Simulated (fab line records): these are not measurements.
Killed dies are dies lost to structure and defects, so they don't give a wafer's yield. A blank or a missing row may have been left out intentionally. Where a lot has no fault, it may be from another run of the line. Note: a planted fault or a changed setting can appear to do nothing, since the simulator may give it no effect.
Split-lot trial -- flow n5-finfet -- 21 wafers read across 7 lots, on a route 1938 steps long

## ON THE SPLIT
At N5_MOL_CONTACT_COAG_PECVD_31 (deposits SiO2 from TEOS/O2, target thk 46 nm, time 8.9 s), the setting temp-c was moved away from the recipe's 400 C on 3 of the 21 wafers read, by -1.7% to +3.4%. All remaining wafers had this setting at the recipe value.

## FROM THE SPLIT TO THE READING: what the file shows between them, 10 steps
- N5_MOL_CONTACT_COAG_COAT_76: time 60 s, resist thk 10 nm (also split here: spin-rpm)
- N5_MOL_CONTACT_COAG_COAT_77: time 60 s, resist thk 10 nm
- N5_MOL_CONTACT_COAG_COAT_78: resist thk 40 nm
- N5_MOL_CONTACT_COAG_DESCUM_88: chemistry O2, time 7 s
- N5_MOL_CONTACT_COAG_ETCH_89: etches underlayer in N2/H2, target depth 13 nm, time 10.4 s
- N5_MOL_CONTACT_COAG_ETCH_90: etches SiARC in CF4, target depth 13 nm, time 21.7 s
- N5_MOL_CONTACT_COAG_ALD_131: deposits SiO2, target thk 5 nm, pulse time 1 s, co reactant pulse time 1 s
- N5_MOL_CONTACT_COAG_ETCHBACK_132: etches SiO2 in CHF3, target depth 10 nm, time 6.7 s
- N5_MOL_CONTACT_COAG_ETCHBACK_135: etches SiO2 in CHF3, target depth 25 nm, time 16.7 s
- N5_MOL_CONTACT_COAG_STRIP_118: strips in CHF3

## THE READING
etch.depth-nm (the simulator's own value, which no gauge read), in nm, at N5_MOL_CONTACT_COAG_VIA_ETCH_46 (etches SiO2 in C4F6/O2, target depth 46 nm, overetch 9.2 nm, time 40 s). No usual value for it is given in the file. The 18 wafers here that ran the recipe average 46.14 nm, standard deviation 0.79 nm.

wafer,"tool, chamber at the split","temp-c as run, C",against the recipe,"etch.depth-nm, nm",against lot-mates on the recipe
L074.3,"pecvd-04, 2",400,recipe,46.33,-
L074.4,"pecvd-04, 2",400,recipe,47.22,-
L074.6,"pecvd-04, 1",400,recipe,47.05,-
L078.1,"pecvd-02, 0",400,recipe,45.15,-
L078.2,"pecvd-02, 2",400,recipe,45.33,-
L078.4,"pecvd-02, 0",400,recipe,46.48,-
L083.4,"pecvd-04, 1",400,recipe,47.49,-
L083.5,"pecvd-04, 2",400,recipe,46.87,-
L083.6,"pecvd-04, 0",400,recipe,46.38,-
L087.2,"pecvd-03, 1",400,recipe,45.29,-
L087.3,"pecvd-03, 2",400,recipe,45.55,-
L087.6,"pecvd-03, 0",400,recipe,46.97,-
L089.2,"pecvd-02, 0",400,recipe,45.15,-
L089.3,"pecvd-02, 2",400,recipe,44.81,-
L089.4,"pecvd-02, 2",400,recipe,45.61,-
L091.2,"pecvd-03, 0",400,recipe,46.04,-
L091.3,"pecvd-03, 2",413.5,+3.4%,41.92,-4.32
L091.4,"pecvd-03, 2",400,recipe,46.44,-
L096.1,"pecvd-04, 1",393.2,-1.7%,47.63,+1.29
L096.4,"pecvd-04, 2",400,recipe,46.34,-
L096.6,"pecvd-04, 1",393.2,-1.7%,48.62,+2.28

FIT RESULTS
A straight line over all 21 wafers: etch.depth-nm changes by -1.22 nm for each +1% of temp-c; r = -0.83; the points scatter about the line by 0.78 nm.
The same after taking each lot's own level away (the mean of its wafers on the recipe; 21 wafers): -1.2 nm for each +1%; r = -0.92; scatter 0.5 nm.
According to that fit, moving temp-c by its largest amount changes the reading by 4.1 nm.
The lots' own levels span 45.190 to 46.913 nm, that is 2.2 times the standard deviation above.
Hence the lot-to-lot level has little effect on the slope; both slopes agree.
Check: with one of the wafers moved furthest among these (+3.4%) left out of the fit, the line predicts -3.54 nm for it against its lot-mates. Against them it came out at -4.32 nm.

## OTHER SPLITS ON THESE WAFERS
Note: prior to the reading, these wafers also went through further splits. Each is held against what the fit with the lots' levels taken away leaves over:
other split on the same wafers,wafers away from the commonest value,r with etch.depth-nm (lot level and that fit taken away)
N5_ILD0_CMP_03 down-force-psi,5,+0.06
N5_HKMG_FIN_COAT_43 spin-rpm,8,+0.11
N5_MOL_CONTACT_COAG_COAT_76 spin-rpm,5,+0.28

## THE WHOLE CHAIN: every reading that the file lists as answering this split, in the file's order
step,what it does,reading,change (the file's fit),r (the file's)
N5_MOL_CONTACT_COAG_PECVD_31,"deposits SiO2 from TEOS/O2, target thk 46 nm, time 8.9 s","SiO2_of_MOL_CONTACT_COAG_PECVD_31.thk-nm (the simulator's own value, which no gauge read)",-1.19 nm for each +1% of the setting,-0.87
N5_MOL_CONTACT_COAG_VIA_ETCH_46,"etches SiO2 in C4F6/O2, target depth 46 nm, overetch 9.2 nm, time 40 s","etch.depth-nm (the simulator's own value, which no gauge read)",-1.23 nm for each +1% of the setting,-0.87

## FILE'S OWN FIT
etch.depth-nm changes by -1.23 nm for each +1% of temp-c, r = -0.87.
